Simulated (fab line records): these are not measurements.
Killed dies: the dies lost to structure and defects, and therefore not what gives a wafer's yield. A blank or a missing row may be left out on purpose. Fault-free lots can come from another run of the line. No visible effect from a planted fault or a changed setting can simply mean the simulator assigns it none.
Chamber matching | flow nand-harc | NHARC_A_CHANNEL_HOLE_D1_DESCUM_15 on rie-diel-05 has 4 sister chambers
The step chemistry O2, time 3 s. 4 wafers are shown with their chamber, then 8 later ones without.

== EACH WAFER AND ITS CHAMBER ==
wafer  | chamber | drypump-motor-current-A (A)
L087.4 | 2       | 6.3
L087.6 | 1       | 6.7
L086.6 | 3       | 4.9
L088.3 | 0       | 5.5

== WAFERS WHOSE CHAMBER IS MISSING ==
wafer  | drypump-motor-current-A (A)
L088.5 | 4.9
L088.6 | 6.3
L090.2 | 5.5
L090.4 | 5.0
L090.5 | 5.5
L097.2 | 4.9
L097.3 | 5.5
L097.5 | 6.7

== WHICH CHAMBER EACH ONE RAN IN ==
wafer  | from the rows above | in truth
L088.5 | 3                   | 3
L088.6 | 2                   | 2
L090.2 | 0                   | 0
L090.4 | 3                   | 3
L090.5 | 0                   | 0
L097.2 | 3                   | 3
L097.3 | 0                   | 0
L097.5 | 1                   | 1
8 of 8 placed correctly. Can't be placed from these rows: 0. Wrongly placed: 0.
How it was worked out, from the rows above alone: a wafer's distance from a chamber is the root of the sum, over the readings, of the square of ((its reading less the chamber's mean) divided by the reading's scatter). If the next closest chamber is less than 2 further off than the closest, the wafer can't be placed; otherwise it belongs to the closest. The mean given for a chamber averages the wafers shown for that chamber. The scatter (one wafer shown for each chamber): square how far every hidden wafer sits from the nearest shown wafer, average those squares and take the square root.
